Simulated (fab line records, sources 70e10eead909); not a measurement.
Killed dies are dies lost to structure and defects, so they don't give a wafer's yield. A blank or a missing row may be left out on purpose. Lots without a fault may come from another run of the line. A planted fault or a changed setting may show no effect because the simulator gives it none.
Problem report in the 8D (eight disciplines) form, filled by code | flow nand_harc | the parts of the form that need people (team, actions taken, sign-off) are left out

1. THE PROBLEM
raw_defect_count at NHARC_P_GATE_INSPECT_28 reads a mean of 249.5 on 6 wafers of 2 lots; wafers without a fault read 5.7 with a standard deviation of 2.8. That is +87 standard deviations from the usual mean.
First seen on wafer L239.4, day 13 14:03, on defect_inspect-02. The record holds 36 wafers of 12 lots with a number at this step. Rule for "out", or "out of limits": more than 4 standard deviations from the usual mean. The other wafers with a number count as sound.

2. WHAT IT IS AND WHAT IT IS NOT
question                    | is                                   | is not
which readings at this step | raw_defect_count                     | -
which lots                  | L239, L241                           | L219, L221, L223, L224, L227, L228, L229, L230, L231, L236
which wafers of those lots  | all that have a number               | -
read on which gauges        | defect_inspect-01, defect_inspect-02 | -
when                        | from day 13 14:03                    | up to then (30 sound wafers)

3. SUSPECTS, AND WHAT RULES EACH OUT
Counting: a tool at a process step up to the reading stays a suspect if it ran every lot that is out and no sound lot after the first of them.
- the gauge at NHARC_P_GATE_INSPECT_28: ruled out. The wafers that are out were read on 2 gauges (defect_inspect-01, defect_inspect-02).
- wet_bench-09 at NHARC_P_GATE_STRIP_15 (strips in SPM, time 780 s): kept. It ran every lot that is out, first L239 (day 12 23:44), and no sound lot after that; its last sound lot up to then is L231 (day 9 15:31).
Left after counting: wet_bench-09 at NHARC_P_GATE_STRIP_15.

4. THE CAUSE (what the simulator had put in)
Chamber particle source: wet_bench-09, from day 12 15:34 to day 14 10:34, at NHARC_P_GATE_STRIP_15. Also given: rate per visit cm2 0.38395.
Counting left only this tool.

5. THE CHAIN OF EFFECTS, in route order
Each row: a reading whose mean over the struck wafers that have a number lies more than 3 standard deviations from the usual. Only readings for which the record gives a usual standard deviation are gone through. hours: the time from each lot's start at the first step in this table that gives one to its start at this step, as a median over the lots. sigmas: the change in usual standard deviations.
hours | step                    | reading             | usual | on struck wafers | change | sigmas
0     | NHARC_P_GATE_INSPECT_28 | raw_defect_count    | 5.7   | 249.5            | +243.8 | +87
18    | NHARC_P_GATE_INSPECT_68 | raw_defect_count    | 188   | 404              | +216   | +3.1
474   | NHARC_END_SORT_01       | killed_at_periphery | 3.6   | 45.8             | +42.2  | +18

6. WHAT WOULD HAVE CAUGHT IT SOONER
In this record the first reading out of limits at a measuring or inspecting step was taken at day 13 14:03, 22 hours after the fault began at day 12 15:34.
Of the tool readings at NHARC_P_GATE_STRIP_15 for which the record gives a usual standard deviation, none was out on any struck wafer, so an alarm limit of 4 standard deviations on them would not have fired.
Of the lots that are out (2), L241 began NHARC_P_GATE_STRIP_15 on wet_bench-09 after day 13 14:03. A hold on the tool at that time would have spared it.
